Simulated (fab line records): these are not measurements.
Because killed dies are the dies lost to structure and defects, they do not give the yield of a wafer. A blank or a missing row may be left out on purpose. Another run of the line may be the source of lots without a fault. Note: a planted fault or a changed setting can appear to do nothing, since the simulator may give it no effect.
Chamber matching :: flow nandHarc :: pecvd-02 running NHARC_A_CONTACT_DEP_58: 3 sister chambers
The step deposits SiON, target thk 60 nm. 22 wafers are shown with their chamber, then 11 later ones without.

== EACH WAFER AND ITS CHAMBER ==
wafer: L075.1
chamber: 2
heaterPowerW (W): 678
rfFwdPowerW (W): 348.1

wafer: L075.4
chamber: 2
heaterPowerW (W): 685
rfFwdPowerW (W): 346.8

wafer: L075.5
chamber: 1
heaterPowerW (W): 708
rfFwdPowerW (W): 350.6

wafer: L079.1
chamber: 1
heaterPowerW (W): 803
rfFwdPowerW (W): 347.3

wafer: L079.2
chamber: 2
heaterPowerW (W): 608
rfFwdPowerW (W): 349.2

wafer: L079.3
chamber: 0
heaterPowerW (W): 675
rfFwdPowerW (W): 347.5

wafer: L081.2
chamber: 1
heaterPowerW (W): 774
rfFwdPowerW (W): 347.8

wafer: L081.5
chamber: 1
heaterPowerW (W): 795
rfFwdPowerW (W): 348.4

wafer: L081.6
chamber: 2
heaterPowerW (W): 663
rfFwdPowerW (W): 348.6

wafer: L080.3
chamber: 1
heaterPowerW (W): 707
rfFwdPowerW (W): 348.4

wafer: L080.4
chamber: 2
heaterPowerW (W): 684
rfFwdPowerW (W): 349.9

wafer: L080.6
chamber: 0
heaterPowerW (W): 692
rfFwdPowerW (W): 348.4

wafer: L083.1
chamber: 2
heaterPowerW (W): 642
rfFwdPowerW (W): 346.0

wafer: L083.3
chamber: 0
heaterPowerW (W): 658
rfFwdPowerW (W): 348.1

wafer: L083.6
chamber: 0
heaterPowerW (W): 667
rfFwdPowerW (W): 348.1

wafer: L088.2
chamber: 1
heaterPowerW (W): 807
rfFwdPowerW (W): 347.3

wafer: L088.4
chamber: 2
heaterPowerW (W): 686
rfFwdPowerW (W): 348.6

wafer: L088.5
chamber: 0
heaterPowerW (W): 652
rfFwdPowerW (W): 349.3

wafer: L089.1
chamber: 1
heaterPowerW (W): 780
rfFwdPowerW (W): 348.7

wafer: L089.5
chamber: 2
heaterPowerW (W): 651
rfFwdPowerW (W): 347.5

wafer: L089.6
chamber: 1
heaterPowerW (W): 801
rfFwdPowerW (W): 349.9

wafer: L091.2
chamber: 2
heaterPowerW (W): 644
rfFwdPowerW (W): 347.1

SIGNATURES, as means of the wafers listed above
reading: heaterPowerW
chamber 0: 668.80
chamber 1: 771.88
chamber 2: 660.11
scatter within a chamber: 31.2

reading: rfFwdPowerW
chamber 0: 348.280
chamber 1: 348.550
chamber 2: 347.978
scatter within a chamber: 1.12
Rule: a wafer lies at a distance from a chamber equal to the root of the sum of squares, over the readings, of (its reading less the chamber's mean, divided by the reading's scatter). The wafer belongs to the nearest chamber; if the next one is less than 2 further off, it can't be placed. The scatter is the square root of a quotient: the sum, over the shown wafers, of each reading's squared deviation from its chamber's mean, divided by wafers minus chambers.

== WAFERS WHOSE CHAMBER IS MISSING ==
wafer: L091.5
heaterPowerW (W): 660
rfFwdPowerW (W): 347.6

wafer: L091.6
heaterPowerW (W): 786
rfFwdPowerW (W): 347.5

wafer: L092.1
heaterPowerW (W): 612
rfFwdPowerW (W): 350.0

wafer: L092.5
heaterPowerW (W): 567
rfFwdPowerW (W): 347.7

wafer: L092.6
heaterPowerW (W): 617
rfFwdPowerW (W): 348.9

wafer: L093.2
heaterPowerW (W): 720
rfFwdPowerW (W): 349.6

wafer: L093.3
heaterPowerW (W): 757
rfFwdPowerW (W): 349.4

wafer: L093.6
heaterPowerW (W): 691
rfFwdPowerW (W): 349.2

wafer: L095.3
heaterPowerW (W): 571
rfFwdPowerW (W): 348.5

wafer: L095.5
heaterPowerW (W): 783
rfFwdPowerW (W): 349.5

wafer: L095.6
heaterPowerW (W): 573
rfFwdPowerW (W): 350.0

== WHICH CHAMBER EACH WENT THROUGH ==
wafer: L091.5
from the rows above: can't be placed: 2 or 0
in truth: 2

wafer: L091.6
from the rows above: 1
in truth: 1

wafer: L092.1
from the rows above: can't be placed: 2 or 0
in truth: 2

wafer: L092.5
from the rows above: can't be placed: 2 or 0
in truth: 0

wafer: L092.6
from the rows above: can't be placed: 2 or 0
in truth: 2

wafer: L093.2
from the rows above: can't be placed: 1 or 0 or 2
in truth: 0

wafer: L093.3
from the rows above: 1
in truth: 1

wafer: L093.6
from the rows above: can't be placed: 0 or 2 or 1
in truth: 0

wafer: L095.3
from the rows above: can't be placed: 2 or 0
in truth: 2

wafer: L095.5
from the rows above: 1
in truth: 1

wafer: L095.6
from the rows above: can't be placed: 2 or 0
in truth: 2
Correctly placed: 3 of 11. Not placeable from these rows: 8 (in 8, the candidates include the true chamber). Placed wrongly: 0.
